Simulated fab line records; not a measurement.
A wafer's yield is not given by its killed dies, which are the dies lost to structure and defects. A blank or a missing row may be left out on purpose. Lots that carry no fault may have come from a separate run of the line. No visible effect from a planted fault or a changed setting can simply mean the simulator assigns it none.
Matching of chambers || flow n5Finfet || 4 sister chambers for N5_BEOL_M9_STRIP_36 on rieDiel-01
The step strips in N2/H2. 14 wafers are shown with their chamber, then 7 later ones without.

WAFERS PAIRED WITH THEIR CHAMBERS
{"wafer": "L075.1", "chamber": 3, "showerheadPlenumPTorr (Torr)": 2.51, "throttleValvePct (%)": 23.9, "drypumpMotorCurrentA (A)": 5.9}
{"wafer": "L075.2", "chamber": 1, "showerheadPlenumPTorr (Torr)": 2.48, "throttleValvePct (%)": 23.6, "drypumpMotorCurrentA (A)": 6.1}
{"wafer": "L075.4", "chamber": 2, "showerheadPlenumPTorr (Torr)": 2.62, "throttleValvePct (%)": 23.8, "drypumpMotorCurrentA (A)": 6.1}
{"wafer": "L083.4", "chamber": 0, "showerheadPlenumPTorr (Torr)": 2.55, "throttleValvePct (%)": 23.0, "drypumpMotorCurrentA (A)": 6.2}
{"wafer": "L083.5", "chamber": 1, "showerheadPlenumPTorr (Torr)": 2.47, "throttleValvePct (%)": 23.7, "drypumpMotorCurrentA (A)": 6.1}
{"wafer": "L083.6", "chamber": 2, "showerheadPlenumPTorr (Torr)": 2.61, "throttleValvePct (%)": 23.9, "drypumpMotorCurrentA (A)": 6.0}
{"wafer": "L085.1", "chamber": 1, "showerheadPlenumPTorr (Torr)": 2.47, "throttleValvePct (%)": 23.7, "drypumpMotorCurrentA (A)": 6.1}
{"wafer": "L085.2", "chamber": 3, "showerheadPlenumPTorr (Torr)": 2.50, "throttleValvePct (%)": 23.9, "drypumpMotorCurrentA (A)": 5.9}
{"wafer": "L085.6", "chamber": 3, "showerheadPlenumPTorr (Torr)": 2.50, "throttleValvePct (%)": 23.9, "drypumpMotorCurrentA (A)": 5.9}
{"wafer": "L089.2", "chamber": 0, "showerheadPlenumPTorr (Torr)": 2.55, "throttleValvePct (%)": 23.1, "drypumpMotorCurrentA (A)": 6.2}
{"wafer": "L089.4", "chamber": 3, "showerheadPlenumPTorr (Torr)": 2.50, "throttleValvePct (%)": 23.9, "drypumpMotorCurrentA (A)": 5.9}
{"wafer": "L089.6", "chamber": 2, "showerheadPlenumPTorr (Torr)": 2.61, "throttleValvePct (%)": 23.9, "drypumpMotorCurrentA (A)": 6.1}
{"wafer": "L091.1", "chamber": 3, "showerheadPlenumPTorr (Torr)": 2.50, "throttleValvePct (%)": 23.9, "drypumpMotorCurrentA (A)": 5.9}
{"wafer": "L091.2", "chamber": 0, "showerheadPlenumPTorr (Torr)": 2.55, "throttleValvePct (%)": 23.0, "drypumpMotorCurrentA (A)": 6.2}

SIGNATURES (means of the wafers above)
{"reading": "showerheadPlenumPTorr", "chamber 0": 2.5500, "chamber 1": 2.4733, "chamber 2": 2.6133, "chamber 3": 2.5020, "scatter within a chamber": 0.00462}
{"reading": "throttleValvePct", "chamber 0": 23.033, "chamber 1": 23.667, "chamber 2": 23.867, "chamber 3": 23.900, "scatter within a chamber": 0.0447}
{"reading": "drypumpMotorCurrentA", "chamber 0": 6.200, "chamber 1": 6.100, "chamber 2": 6.067, "chamber 3": 5.900, "scatter within a chamber": 0.0258}
Rule: for each reading, subtract the chamber's mean from the wafer's reading, divide by that reading's scatter and square the result; add these up over the readings and take the root, which gives the wafer's distance from the chamber. The wafer belongs to the nearest chamber; if the next one is less than 2 further off, it can't be placed. The scatter: the root of (the sum of the squares of (reading less its chamber's mean) over the shown wafers, divided by (wafers less chambers)).

WAFERS MISSING THEIR CHAMBER
{"wafer": "L091.4", "showerheadPlenumPTorr (Torr)": 2.46, "throttleValvePct (%)": 23.7, "drypumpMotorCurrentA (A)": 6.1}
{"wafer": "L097.2", "showerheadPlenumPTorr (Torr)": 2.54, "throttleValvePct (%)": 23.0, "drypumpMotorCurrentA (A)": 6.2}
{"wafer": "L097.4", "showerheadPlenumPTorr (Torr)": 2.50, "throttleValvePct (%)": 23.9, "drypumpMotorCurrentA (A)": 5.9}
{"wafer": "L097.5", "showerheadPlenumPTorr (Torr)": 2.60, "throttleValvePct (%)": 23.9, "drypumpMotorCurrentA (A)": 6.0}
{"wafer": "L096.4", "showerheadPlenumPTorr (Torr)": 2.46, "throttleValvePct (%)": 23.7, "drypumpMotorCurrentA (A)": 6.1}
{"wafer": "L096.5", "showerheadPlenumPTorr (Torr)": 2.54, "throttleValvePct (%)": 23.1, "drypumpMotorCurrentA (A)": 6.2}
{"wafer": "L096.6", "showerheadPlenumPTorr (Torr)": 2.46, "throttleValvePct (%)": 23.7, "drypumpMotorCurrentA (A)": 6.0}

WHICH CHAMBER EACH WENT THROUGH
{"wafer": "L091.4", "from the rows above": 1, "in truth": 1}
{"wafer": "L097.2", "from the rows above": 0, "in truth": 0}
{"wafer": "L097.4", "from the rows above": 3, "in truth": 3}
{"wafer": "L097.5", "from the rows above": 2, "in truth": 2}
{"wafer": "L096.4", "from the rows above": 1, "in truth": 1}
{"wafer": "L096.5", "from the rows above": 0, "in truth": 0}
{"wafer": "L096.6", "from the rows above": 1, "in truth": 1}
7 of 7 placed correctly. Not placeable from these rows: 0. Placed wrongly: 0.
